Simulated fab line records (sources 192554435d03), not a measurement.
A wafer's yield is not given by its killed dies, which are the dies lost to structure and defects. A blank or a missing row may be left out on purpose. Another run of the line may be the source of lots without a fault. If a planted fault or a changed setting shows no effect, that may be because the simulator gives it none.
Matching of chambers || flow n5_finfet || N5_BEOL_M5_DESCUM_16 on rie_diel-02: 4 sister chambers
The step chemistry O2, time 7 s. 20 wafers are shown with their chamber, then 10 later ones without.

## EACH WAFER AND ITS CHAMBER
{"wafer": "L075.1", "chamber": 0, "drypump_motor_current_A (A)": 5.3, "showerhead_plenum_p_Torr (Torr)": 2.08, "throttle_valve_pct (%)": 20.69}
{"wafer": "L075.2", "chamber": 3, "drypump_motor_current_A (A)": 5.0, "showerhead_plenum_p_Torr (Torr)": 2.18, "throttle_valve_pct (%)": 20.31}
{"wafer": "L075.5", "chamber": 0, "drypump_motor_current_A (A)": 5.3, "showerhead_plenum_p_Torr (Torr)": 2.08, "throttle_valve_pct (%)": 20.70}
{"wafer": "L079.2", "chamber": 1, "drypump_motor_current_A (A)": 5.7, "showerhead_plenum_p_Torr (Torr)": 2.09, "throttle_valve_pct (%)": 20.35}
{"wafer": "L079.3", "chamber": 0, "drypump_motor_current_A (A)": 5.3, "showerhead_plenum_p_Torr (Torr)": 2.08, "throttle_valve_pct (%)": 20.71}
{"wafer": "L079.6", "chamber": 2, "drypump_motor_current_A (A)": 6.3, "showerhead_plenum_p_Torr (Torr)": 2.15, "throttle_valve_pct (%)": 20.40}
{"wafer": "L081.2", "chamber": 0, "drypump_motor_current_A (A)": 5.3, "showerhead_plenum_p_Torr (Torr)": 2.07, "throttle_valve_pct (%)": 20.68}
{"wafer": "L081.5", "chamber": 1, "drypump_motor_current_A (A)": 5.7, "showerhead_plenum_p_Torr (Torr)": 2.09, "throttle_valve_pct (%)": 20.35}
{"wafer": "L081.6", "chamber": 0, "drypump_motor_current_A (A)": 5.3, "showerhead_plenum_p_Torr (Torr)": 2.07, "throttle_valve_pct (%)": 20.69}
{"wafer": "L087.4", "chamber": 3, "drypump_motor_current_A (A)": 4.9, "showerhead_plenum_p_Torr (Torr)": 2.17, "throttle_valve_pct (%)": 20.33}
{"wafer": "L087.5", "chamber": 3, "drypump_motor_current_A (A)": 5.0, "showerhead_plenum_p_Torr (Torr)": 2.17, "throttle_valve_pct (%)": 20.33}
{"wafer": "L087.6", "chamber": 0, "drypump_motor_current_A (A)": 5.3, "showerhead_plenum_p_Torr (Torr)": 2.07, "throttle_valve_pct (%)": 20.72}
{"wafer": "L091.2", "chamber": 3, "drypump_motor_current_A (A)": 5.0, "showerhead_plenum_p_Torr (Torr)": 2.17, "throttle_valve_pct (%)": 20.33}
{"wafer": "L091.3", "chamber": 0, "drypump_motor_current_A (A)": 5.3, "showerhead_plenum_p_Torr (Torr)": 2.07, "throttle_valve_pct (%)": 20.73}
{"wafer": "L091.4", "chamber": 1, "drypump_motor_current_A (A)": 5.7, "showerhead_plenum_p_Torr (Torr)": 2.08, "throttle_valve_pct (%)": 20.39}
{"wafer": "L092.1", "chamber": 2, "drypump_motor_current_A (A)": 6.3, "showerhead_plenum_p_Torr (Torr)": 2.14, "throttle_valve_pct (%)": 20.44}
{"wafer": "L092.2", "chamber": 1, "drypump_motor_current_A (A)": 5.7, "showerhead_plenum_p_Torr (Torr)": 2.08, "throttle_valve_pct (%)": 20.39}
{"wafer": "L092.6", "chamber": 3, "drypump_motor_current_A (A)": 5.0, "showerhead_plenum_p_Torr (Torr)": 2.17, "throttle_valve_pct (%)": 20.36}
{"wafer": "L093.3", "chamber": 3, "drypump_motor_current_A (A)": 5.0, "showerhead_plenum_p_Torr (Torr)": 2.17, "throttle_valve_pct (%)": 20.37}
{"wafer": "L093.5", "chamber": 1, "drypump_motor_current_A (A)": 5.7, "showerhead_plenum_p_Torr (Torr)": 2.08, "throttle_valve_pct (%)": 20.40}

SIGNATURES (averages over the wafers above)
{"reading": "drypump_motor_current_A", "chamber 0": 5.300, "chamber 1": 5.700, "chamber 2": 6.300, "chamber 3": 4.983, "scatter within a chamber": 0.0228}
{"reading": "showerhead_plenum_p_Torr", "chamber 0": 2.0743, "chamber 1": 2.0840, "chamber 2": 2.1450, "chamber 3": 2.1717, "scatter within a chamber": 0.00515}
{"reading": "throttle_valve_pct", "chamber 0": 20.7029, "chamber 1": 20.3760, "chamber 2": 20.4200, "chamber 3": 20.3383, "scatter within a chamber": 0.0217}
Rule: a wafer lies at a distance from a chamber equal to the root of the sum of squares, over the readings, of (its reading less the chamber's mean, divided by the reading's scatter). If the next closest chamber is less than 2 further off than the closest, the wafer can't be placed; otherwise it belongs to the closest. How the scatter is found: for the shown wafers, subtract from each reading the mean of its chamber, square and add these, divide the total by (wafers less chambers), then take the root.

## WAFERS WHOSE CHAMBER IS MISSING
{"wafer": "L093.6", "drypump_motor_current_A (A)": 6.4, "showerhead_plenum_p_Torr (Torr)": 2.14, "throttle_valve_pct (%)": 20.45}
{"wafer": "L096.2", "drypump_motor_current_A (A)": 5.0, "showerhead_plenum_p_Torr (Torr)": 2.17, "throttle_valve_pct (%)": 20.39}
{"wafer": "L096.5", "drypump_motor_current_A (A)": 6.4, "showerhead_plenum_p_Torr (Torr)": 2.14, "throttle_valve_pct (%)": 20.45}
{"wafer": "L096.6", "drypump_motor_current_A (A)": 5.7, "showerhead_plenum_p_Torr (Torr)": 2.08, "throttle_valve_pct (%)": 20.41}
{"wafer": "L097.1", "drypump_motor_current_A (A)": 5.0, "showerhead_plenum_p_Torr (Torr)": 2.17, "throttle_valve_pct (%)": 20.37}
{"wafer": "L097.3", "drypump_motor_current_A (A)": 5.7, "showerhead_plenum_p_Torr (Torr)": 2.08, "throttle_valve_pct (%)": 20.41}
{"wafer": "L097.6", "drypump_motor_current_A (A)": 5.3, "showerhead_plenum_p_Torr (Torr)": 2.06, "throttle_valve_pct (%)": 20.75}
{"wafer": "L095.2", "drypump_motor_current_A (A)": 5.0, "showerhead_plenum_p_Torr (Torr)": 2.17, "throttle_valve_pct (%)": 20.37}
{"wafer": "L095.3", "drypump_motor_current_A (A)": 6.4, "showerhead_plenum_p_Torr (Torr)": 2.13, "throttle_valve_pct (%)": 20.48}
{"wafer": "L095.6", "drypump_motor_current_A (A)": 6.3, "showerhead_plenum_p_Torr (Torr)": 2.13, "throttle_valve_pct (%)": 20.47}

## WHICH CHAMBER EACH WENT THROUGH
{"wafer": "L093.6", "from the rows above": 2, "in truth": 2}
{"wafer": "L096.2", "from the rows above": 3, "in truth": 3}
{"wafer": "L096.5", "from the rows above": 2, "in truth": 2}
{"wafer": "L096.6", "from the rows above": 1, "in truth": 1}
{"wafer": "L097.1", "from the rows above": 3, "in truth": 3}
{"wafer": "L097.3", "from the rows above": 1, "in truth": 1}
{"wafer": "L097.6", "from the rows above": 0, "in truth": 0}
{"wafer": "L095.2", "from the rows above": 3, "in truth": 3}
{"wafer": "L095.3", "from the rows above": 2, "in truth": 2}
{"wafer": "L095.6", "from the rows above": 2, "in truth": 2}
10 of 10 placed correctly. Left unplaced by these rows: 0. Placed wrongly: 0.
